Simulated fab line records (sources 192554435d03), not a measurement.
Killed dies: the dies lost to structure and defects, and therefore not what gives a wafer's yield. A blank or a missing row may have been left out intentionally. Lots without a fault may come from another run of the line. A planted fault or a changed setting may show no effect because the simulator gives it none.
Which tool was responsible?	flow n5-finfet	10 lots with 26 wafers sampled at 5 steps, on a route of 1938 steps

WHAT THE GAUGES READ, wafer by wafer
N5_BEOL_M1_OCD_MEAS_38. Usual: trench-depth-nm reads 53.9 nm (standard deviation 1).
lot	measured	on	trench-depth-nm (nm)	flag
L911	day 6 11:59	ocd-02	55.5 54.4 53.6	
L913	day 7 02:11	ocd-02	54.1 53.4 53.3	
L914	day 7 02:15	ocd-01	54.0 53.6	
L917	day 7 19:01	ocd-02	53.3 54.0 53.9	
L918	day 8 07:29	ocd-02	53.9 51.7 54.8	
L919	day 8 07:57	ocd-01	51.5 54.6 53.8	
L924	day 9 20:07	ocd-01	53.1 52.1	
L931	day 11 08:47	ocd-01	55.2 52.8 53.5	
L932	day 11 15:04	ocd-02	54.3 52.8	
L933	day 12 08:44	ocd-01	52.5 54.2	

N5_BEOL_M4_RC_MEAS_101. Usual: DIBL_N 35.0 mV/V, standard deviation 2.4; DIBL_P 35.4 mV/V, standard deviation 2.8; IOFF_N 0.14 nA/um, standard deviation 0.045; IOFF_P 0.20 nA/um, standard deviation 0.048; ION_N 667 uA/um, standard deviation 19; ION_P 460 uA/um, standard deviation 11; SS_N 71.2 mV/dec, standard deviation 0.71; SS_P 73.1 mV/dec, standard deviation 0.86; VT_N 252 mV, standard deviation 4.6; VT_P -251 mV, standard deviation 3.4.
lot	measured	on	DIBL_N (mV/V)	DIBL_P (mV/V)	IOFF_N (nA/um)	IOFF_P (nA/um)	ION_N (uA/um)	ION_P (uA/um)	SS_N (mV/dec)	SS_P (mV/dec)	VT_N (mV)	VT_P (mV)	flag
L911	day 8 04:34	prober-02	36.5 33.4 36.5	37.5 33.1 38.6	0.17 0.12 0.18	0.24 0.17 0.25	679 663 687	464 456 474	71.8 70.4 72.3	73.7 72.9 74.1	250 253 248	-249 -252 -248	
L913	day 8 14:15	prober-02	37.4 37.7 38.5	38.2 37.8 39.6	0.21 0.21 0.21	0.25 0.24 0.27	689 677 676	473 462 464	72.0 71.7 71.7	73.7 74.5 74.2	246 246 247	-248 -248 -248	
L914	day 8 17:31	prober-01	39.1 42.2	41.1 45.0	0.22 0.32	0.29 0.39	697 706	481 481	73.0 72.5	74.9 75.2	247 239	-246 -243	
L924	day 11 16:23	prober-01	35.5 34.0	35.3 34.1	0.14 0.11	0.18 0.17	659 667	452 456	70.9 70.2	72.7 72.5	251 255	-252 -252	
L931	day 12 19:49	prober-02	33.8 37.8 33.6	35.2 39.5 34.3	0.10 0.16 0.10	0.16 0.23 0.16	665 661 664	462 454 458	71.1 72.3 72.0	72.1 73.1 72.7	259 252 258	-256 -250 -255	
L932	day 13 14:25	prober-02	33.1 36.3	36.2 39.3	0.12 0.19	0.18 0.23	654 702	457 479	71.3 72.0	72.9 74.1	253 243	-251 -248	
L933	day 13 23:25	prober-01	34.6 33.8	35.6 34.3	0.14 0.11	0.20 0.17	681 656	471 450	70.7 70.9	73.5 73.0	251 256	-252 -256	

TOOL THAT RAN EACH LOT (tool first, then ch and the chambers of the sampled wafers, then the start)
lot	N5_BEOL_M1_VIA_ETCH_34	N5_BEOL_M1_STRIP_36	N5_BEOL_M1_STRIP_97
L911	rie-diel-02 ch 1,2,3, day 6 11:44	rie-diel-02 ch 1,2,3, day 6 11:47	rie-diel-02 ch 1,2,3, day 6 11:59 or earlier
L913	rie-diel-02 ch 0,1, day 7 01:56	rie-diel-02 ch 0,1, day 7 01:59	rie-diel-02 ch 0,1, day 7 02:11 or earlier
L914	rie-diel-06 ch 2,3, day 7 01:59	rie-diel-06 ch 2,3, day 7 02:03	rie-diel-06 ch 2,3, day 7 02:15 or earlier
L917	rie-diel-06 ch 1,2,3, day 7 18:46	rie-diel-06 ch 1,2,3, day 7 18:50	rie-diel-06 ch 1,2,3, day 7 18:56
L918	rie-diel-01 ch 1,3, day 8 07:13	rie-diel-01 ch 1,3, day 8 07:17	rie-diel-01 ch 1,3, day 8 07:24
L919	rie-diel-01 ch 1,2,3, day 8 07:41	rie-diel-01 ch 1,2,3, day 8 07:45	rie-diel-01 ch 1,2,3, day 8 07:52
L924	rie-diel-06 ch 0,2, day 9 19:52	rie-diel-06 ch 0,2, day 9 19:55	rie-diel-06 ch 0,2, day 9 20:07 or earlier
L931	rie-diel-06 ch 0,1,2, day 11 08:31	rie-diel-06 ch 0,1,2, day 11 08:35	rie-diel-06 ch 0,1,2, day 11 08:47 or earlier
L932	rie-diel-01 ch 1,3, day 11 14:49	rie-diel-01 ch 1,3, day 11 14:52	rie-diel-01 ch 1,3, day 11 15:04 or earlier
L933	rie-diel-06 ch 0,1, day 12 08:29	rie-diel-06 ch 0,1, day 12 08:32	rie-diel-06 ch 0,1, day 12 08:44 or earlier
- N5_BEOL_M1_VIA_ETCH_34: etches the open film in C4F6/O2, target depth 67.8 nm, time 64.4 s.
- N5_BEOL_M1_STRIP_36: strips in N2/H2.
- N5_BEOL_M1_STRIP_97: strips in N2/H2, time 10 s.

WHAT THE TOOLS THEMSELVES READ (means of the sampled wafers that have a number; where no wafer has one, the mark that the record gives instead)
N5_BEOL_M1_VIA_ETCH_34. Usual: drypump-motor-current-A 5.8 A, standard deviation 0.42; oes_o_777_au 0.77 a.u., standard deviation 0.079; oes-product-au 0.77 a.u., standard deviation 0.088; rf-vpp-V 670 V, standard deviation 16; showerhead-plenum-p-Torr 2.84 Torr, standard deviation 0.11; throttle-valve-pct 30.7 %, standard deviation 0.37.
lot	tool	drypump-motor-current-A (A)	oes_o_777_au (a.u.)	oes-product-au (a.u.)	rf-vpp-V (V)	showerhead-plenum-p-Torr (Torr)	throttle-valve-pct (%)	flag
L911	rie-diel-02	5.7	0.81	0.80	666	2.88	30.7	
L913	rie-diel-02	5.8	0.75	0.77	684	2.95	30.2	
L914	rie-diel-06	5.9	0.79	0.81	680	2.75	30.9	
L917	rie-diel-06	6.1	0.82	0.84	673	2.77	30.9	
L918	rie-diel-01	5.7	0.74	0.71	659	2.84	30.8	
L919	rie-diel-01	5.6	0.71	0.71	670	2.77	30.7	
L924	rie-diel-06	6.4	0.70	0.69	670	2.81	30.8	
L931	rie-diel-06	6.5	0.76	0.75	665	2.80	30.9	
L932	rie-diel-01	5.8	0.71	0.68	658	2.79	30.6	
L933	rie-diel-06	6.7	0.78	0.76	654	2.84	30.8	

N5_BEOL_M1_STRIP_36. Usual: bias-power-w is 7.004 W with standard deviation 0.023, chamber-pressure-mTorr is 20.00 mTorr with standard deviation 0.033, drypump-motor-current-A is 5.8 A with standard deviation 0.42, oes-product-au is 0.78 a.u. with standard deviation 0.083, rf-vpp-V is 59.2 V with standard deviation 1.4, showerhead-plenum-p-Torr is 2.53 Torr with standard deviation 0.1, and throttle-valve-pct is 23.6 % with standard deviation 0.39.
lot	tool	bias-power-w (W)	chamber-pressure-mTorr (mTorr)	drypump-motor-current-A (A)	oes-product-au (a.u.)	rf-vpp-V (V)	showerhead-plenum-p-Torr (Torr)	throttle-valve-pct (%)	flag
L911	rie-diel-02	7.017	19.99	5.7	0.82	60.1	2.56	23.5	
L913	rie-diel-02	7.007	19.99	5.8	0.79	61.1	2.66	23.5	
L914	rie-diel-06	7.036	20.02	5.9	0.83	58.6	2.46	24.0	
L917	rie-diel-06	-	-	-	-	-	-	-	OFF
L918	rie-diel-01	-	-	-	-	-	-	-	OFF
L919	rie-diel-01	-	-	-	-	-	-	-	OFF
L924	rie-diel-06	7.011	19.98	6.4	0.69	58.0	2.53	24.0	
L931	rie-diel-06	6.987	19.99	6.5	0.76	59.0	2.51	23.9	
L932	rie-diel-01	7.014	19.95	5.8	0.69	57.5	2.52	23.8	
L933	rie-diel-06	6.979	20.01	6.7	0.77	59.5	2.54	23.6	

N5_BEOL_M1_STRIP_97. Usual: bias-power-w is 6.999 W with standard deviation 0.022, chamber-pressure-mTorr is 20.002 mTorr with standard deviation 0.029, drypump-motor-current-A is 5.8 A with standard deviation 0.42, oes-product-au is 0.78 a.u. with standard deviation 0.083, rf-vpp-V is 59.1 V with standard deviation 0.89, showerhead-plenum-p-Torr is 2.53 Torr with standard deviation 0.1, and throttle-valve-pct is 23.6 % with standard deviation 0.39.
lot	tool	bias-power-w (W)	chamber-pressure-mTorr (mTorr)	drypump-motor-current-A (A)	oes-product-au (a.u.)	rf-vpp-V (V)	showerhead-plenum-p-Torr (Torr)	throttle-valve-pct (%)	flag
L911	rie-diel-02	6.976	20.002	5.7	0.81	60.2	2.56	23.5	
L913	rie-diel-02	7.017	19.998	5.8	0.78	59.8	2.66	23.5	
L914	rie-diel-06	7.003	19.990	5.9	0.82	59.5	2.46	24.0	
L917	rie-diel-06	7.017	20.016	6.1	0.85	59.3	2.47	23.8	
L918	rie-diel-01	7.036	19.994	5.7	0.71	58.7	2.56	23.8	
L919	rie-diel-01	6.996	20.013	5.6	0.71	58.4	2.48	23.7	
L924	rie-diel-06	7.005	20.005	6.4	0.69	59.0	2.53	24.0	
L931	rie-diel-06	7.004	20.001	6.5	0.75	58.2	2.51	23.9	
L932	rie-diel-01	7.002	20.019	5.8	0.68	59.1	2.51	23.7	
L933	rie-diel-06	6.995	20.022	6.7	0.77	59.6	2.54	23.7	

THE ANSWER, worked out from the rows above alone
Rule: lot off if the mean of its wafers having a number is beyond 3 standard deviations from the usual mean. Also off: a lot with no number at a reading for which 4 or more lots have one. All remaining lots with rows at the step are treated as sound. After the gauges, taken in route order, come the tools' own readings; for these a lot's mean is taken, as printed above. The first step at which some lot is off is used, and at that step the reading that is off furthest; a lot without a number counts as furthest.
Off at N5_BEOL_M1_STRIP_36 (bias-power-w): L917, L918, L919. Without a number there: L917, L918, L919.
A tool fits if, at that step or a process step before it, it ran every lot that is off, and no sound lot after the first of them. Of those tried, none fits.

WHAT THE SIMULATOR PUT IN
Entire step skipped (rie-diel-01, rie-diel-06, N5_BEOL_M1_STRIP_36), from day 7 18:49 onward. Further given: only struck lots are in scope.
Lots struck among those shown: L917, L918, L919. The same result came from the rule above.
